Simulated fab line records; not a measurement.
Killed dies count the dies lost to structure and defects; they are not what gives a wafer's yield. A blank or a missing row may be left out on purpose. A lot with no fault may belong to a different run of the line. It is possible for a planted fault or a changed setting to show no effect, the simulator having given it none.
Chamber matching -- flow nand-harc -- NHARC_A_M1_DEP_33 on pecvd-01: 3 sister chambers
The step deposits SiCN, target thk 30 nm. 3 wafers are shown with their chamber, then 7 later ones without.

WAFERS WITH THEIR CHAMBER
wafer,chamber,heater-power-w (W)
L944.3,0,616
L951.1,1,582
L951.2,2,628

WAFERS WITH NO CHAMBER GIVEN
wafer,heater-power-w (W)
L951.6,591
L956.2,560
L956.3,659
L956.6,577
L955.1,593
L955.3,598
L955.4,602

THE CHAMBER EACH PASSED THROUGH
wafer,from the rows above,in truth
L951.6,can't be placed: 1 or 0 or 2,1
L956.2,can't be placed: 1 or 0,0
L956.3,can't be placed: 2 or 0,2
L956.6,can't be placed: 1 or 0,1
L955.1,can't be placed: 1 or 0 or 2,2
L955.3,can't be placed: 1 or 0 or 2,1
L955.4,can't be placed: 0 or 1 or 2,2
Correctly placed: 0 of 7. Cannot be placed on the basis of these rows: 7; the candidates contain the true chamber in 7. Wrongly placed: 0.
How it was worked out, from the rows above alone: a wafer's distance from a chamber is the root of the sum, over the readings, of the square of ((its reading less the chamber's mean) divided by the reading's scatter). If the next closest chamber is less than 2 further off than the closest, the wafer can't be placed; otherwise it belongs to the closest. The mean given for a chamber averages the wafers shown for that chamber. The scatter: with one shown wafer a chamber, the root of the mean of the squares of how far each hidden wafer lies from its nearest shown one.
